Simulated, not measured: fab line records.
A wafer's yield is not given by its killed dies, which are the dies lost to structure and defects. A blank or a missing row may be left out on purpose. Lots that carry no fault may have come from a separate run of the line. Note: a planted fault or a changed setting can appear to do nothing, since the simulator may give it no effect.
Which of the tools did it? + flow n5_finfet + route of 1938 steps, sampled at 1 step: 23 lots, 69 wafers

== WHAT EACH GAUGE READ, for each wafer ==
N5_BEOL_M5_THK_MEAS_01.
| lot  | measured     | on            | M5_ILD_THK (nm)   |
|------|--------------|---------------|-------------------|
| L074 | day 8 02:57  | film_metro-01 | 120.6 122.1 120.0 |
| L075 | day 8 11:02  | film_metro-01 | 119.9 120.2 121.6 |
| L076 | day 9 01:30  | film_metro-01 | 119.2 121.2 121.4 |
| L077 | day 9 01:46  | film_metro-01 | 122.7 122.7 125.2 |
| L079 | day 9 08:05  | film_metro-01 | 122.0 120.0 123.8 |
| L080 | day 9 17:01  | film_metro-01 | 119.6 121.2 121.6 |
| L081 | day 9 17:19  | film_metro-02 | 117.8 118.2 120.4 |
| L082 | day 9 20:35  | film_metro-02 | 118.7 120.6 121.8 |
| L083 | day 10 10:20 | film_metro-01 | 119.8 121.5 121.9 |
| L084 | day 11 02:01 | film_metro-02 | 120.8 121.6 121.4 |
| L086 | day 11 02:29 | film_metro-02 | 118.8 121.6 120.4 |
| L085 | day 11 06:48 | film_metro-01 | 117.5 118.4 119.8 |
| L088 | day 11 11:33 | film_metro-01 | 122.1 123.0 125.1 |
| L087 | day 11 13:42 | film_metro-01 | 122.0 122.5 122.1 |
| L089 | day 12 06:38 | film_metro-01 | 118.7 117.3 119.3 |
| L090 | day 12 06:50 | film_metro-02 | 118.7 121.4 122.2 |
| L092 | day 12 12:10 | film_metro-01 | 120.4 118.4 120.9 |
| L091 | day 12 13:27 | film_metro-02 | 119.0 120.7 122.0 |
| L094 | day 12 22:48 | film_metro-01 | 119.5 120.1 121.5 |
| L093 | day 13 02:51 | film_metro-01 | 121.5 122.3 121.1 |
| L095 | day 13 15:56 | film_metro-01 | 120.1 120.2 124.0 |
| L096 | day 13 16:10 | film_metro-02 | 122.6 123.4 121.5 |
| L097 | day 13 19:40 | film_metro-02 | 119.1 121.1 123.3 |

== WHAT TOOL EACH LOT RAN ON (gives the tool, then ch and the chambers of the sampled wafers, and finally the start) ==
No process step before these readings appears in the record.

== AS READ BY THE TOOLS THEMSELVES (means over the sampled wafers that have a number; for cases with no such wafer, the mark the record gives instead) ==
The record holds no such reading with a usual standard deviation.

== THE ANSWER, worked out from the rows above alone ==
Rule: the lots themselves supply what counts as usual. The widest of any qualifying gaps counts: lots, ordered by their means at a reading, are off when they make up no more than a third of the lots, leave a main group of 4 or more, and stand apart from it by 3 or more times the standard deviation of that group's means. A main group whose means are all the same, to the digits that the tables above print for the reading, isn't used. A lot without any number at a reading at which 4 lots or more have one is off too. All remaining lots with rows at the step are treated as sound. The gauges are gone through in route order, then the tools' own readings, and for those a lot's mean is taken as printed above. At the first step where some lot is off, the reading lying furthest off is the one used; lots without a number count as furthest.
None of the lots is off at any reading shown; this tells nothing.

== WHAT THE SIMULATOR HAD PUT IN ==
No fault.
